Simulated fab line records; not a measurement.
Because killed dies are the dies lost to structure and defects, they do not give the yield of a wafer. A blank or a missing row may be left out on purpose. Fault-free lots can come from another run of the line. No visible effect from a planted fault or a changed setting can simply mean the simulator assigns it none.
Struck lot and sound lot, side by side | flow n5_finfet | 16 steps out of a route of 1938
Sound: the wafers L494.1, L494.2, L494.3. Struck: wafers L514.3, L514.4. (L514.2 of the same lot was not struck and is left out.) The cause comes at the end.
For every step that has rows: the tool of each side, followed by ch and its chambers, followed by its first start. Under that, the readings that differ: sound wafers | struck wafers | difference of the means | sigmas: that difference in standard deviations of wafers without a fault.
alike: words and numbers the same on both sides, and readings whose means are apart by under 2 such deviations; not compared: readings that were withheld, readings missing a value for some wafer, numbers with overlapping values and no deviation given by the record, and bounds like >300 which may hide the same value.
A row with sigmas, a row that says differs or no value, or rows on one side alone: a step with any of these is where the two part. Numbers that don't overlap but have no deviation are shown without sigmas and don't part them. Lack of a reading on every wafer of one side parts them only where that side has two or more wafers.

N5_SDB_CD_MEAS_11: target cd 50 nm.
  sound on cd_sem-01 ch 0, day 3 20:08; struck on cd_sem-02 ch 0, day 8 22:53
  alike: cd_nm
N5_SDB_OVL_MEAS_12:
  sound on overlay-02 ch 0, day 3 20:10; struck on overlay-02 ch 0, day 8 22:55
  alike: SDB_OVL
N5_SDB_INSPECT_13: inspects for defects (brightfield).
  struck on defect_inspect-02, day 8 22:57; sound on defect_inspect-02, day 3 20:11
  reading          | sound    | struck  | difference | sigmas
  raw_defect_count | 50 55 39 | 113 112 | +64        | +3
N5_SDB_DESCUM_16: chemistry O2, time 7.9 s.
  sound on rie_diel-03 ch 0,1,3, day 3 20:31; struck on rie_diel-02 ch 0,1, day 8 22:59
  alike: drypump_motor_current_A, oes_product_au, rf_vpp_V, showerhead_plenum_p_Torr, throttle_valve_pct
  not compared: rf_hours_counter_h
then, 1 step without rows for these wafers: N5_SDB_ETCH_17 (etches SiARC in CF4, target depth 23.4 nm, time 39 s).
N5_SDB_ETCH_18: etches SOC in N2/H2, target depth 100 nm, overetch 20 nm, time 150 s.
  sound on rie_diel-03 ch 0,1,3, day 3 20:35; struck on rie_diel-02 ch 0,1, day 8 23:03
  reading                | sound             | struck      | difference | sigmas
  throttle_valve_pct (%) | 17.46 17.18 17.64 | 18.04 17.86 | +0.52      | +2
  alike: drypump_motor_current_A, oes_product_au, rf_vpp_V, showerhead_plenum_p_Torr
  not compared: rf_hours_counter_h
then, 1 step without rows for these wafers: N5_SDB_STRIP_19 (strips in N2/H2).
N5_SDB_STRIP_21: strips in CF4.
  sound on rie_diel-03 ch 0,1,3, day 3 20:43; struck on rie_diel-02 ch 0,1, day 8 23:11
  reading                | sound             | struck      | difference | sigmas
  throttle_valve_pct (%) | 13.23 12.97 13.25 | 13.82 13.49 | +0.51      | +2
  alike: drypump_motor_current_A, oes_product_au, rf_vpp_V, showerhead_plenum_p_Torr
  not compared: rf_hours_counter_h
N5_SDB_HM_OPEN_20: chemistry CH3F/O2, target SiNx, stops on poly-Si, target depth 24 nm.
  sound on rie_diel-03 ch 0,1,3, day 3 20:44; struck on rie_diel-02 ch 0,1, day 8 23:13
  reading                | sound             | struck      | difference | sigmas
  throttle_valve_pct (%) | 15.99 15.72 15.98 | 16.54 16.40 | +0.57      | +3
  alike: drypump_motor_current_A, oes_product_au, rf_vpp_V, showerhead_plenum_p_Torr
  not compared: rf_hours_counter_h
then, 3 steps without rows for these wafers: N5_SDB_STRIP_22 (strips in N2/H2); N5_SDB_PRECLEAN_23 (cleans in dHF, time 30 s); N5_SDB_DUMMY_REMOVE_24 (chemistry TMAH, target poly-Si, stops on SiO2, target depth 142 nm, time 57 s, rinse time 30 s).
N5_SDB_ETCH_25: etches SiO2 in C4F6/O2, target depth 10 nm, time 3.3 s.
  sound on rie_diel-06 ch 1,2,3, day 3 21:02; struck on rie_diel-06 ch 0,3, day 8 23:31
  reading                  | sound            | struck      | difference | sigmas
  model.etch.depth_nm (nm) | 9.698 10.1 9.982 | 8.754 8.814 | -1.143     |
  alike: C4F6_flow_sccm, drypump_motor_current_A, oes_product_au, rf_vpp_V, showerhead_plenum_p_Torr, throttle_valve_pct
  not compared: rf_hours_counter_h
N5_SDB_CUT_ETCH_26: etches Si in HBr/Cl2/O2, target depth 129.6 nm, bt time 20 s, time 51.8 s.
  sound on rie_si-04 ch 0,1,2, day 3 21:07; struck on rie_si-06 ch 1,2, day 8 23:35
  alike: drypump_motor_current_A, he_backside_leak_sccm, oes_product_au, throttle_valve_pct
  not compared: rf_hours_counter_h
-- the record jumps here: 5 days lie between the struck wafers' starts before and after (it left off in module SDB and takes up again in module BEOL_M4, whose first step shown is number 1111 of the route) --
N5_BEOL_M4_RC_MEAS_101:
  sound on prober-02 ch 0, day 8 11:53; struck on prober-02 ch 0, day 13 16:08
  alike: DIBL_N, DIBL_P, IOFF_N, IOFF_P, ION_N, ION_P, SS_N, SS_P, VT_N, VT_P
following that, these wafers have no rows for 1 step: N5_PASSIVATION_PROBE_49.

## WHERE THEY PART
At N5_SDB_INSPECT_13 first; at N5_SDB_HM_OPEN_20 last (within this record only). Later steps at which nothing parts them and some readings are alike: N5_SDB_ETCH_25, N5_SDB_CUT_ETCH_26, N5_BEOL_M4_RC_MEAS_101.

WHY: whatever the simulator had introduced
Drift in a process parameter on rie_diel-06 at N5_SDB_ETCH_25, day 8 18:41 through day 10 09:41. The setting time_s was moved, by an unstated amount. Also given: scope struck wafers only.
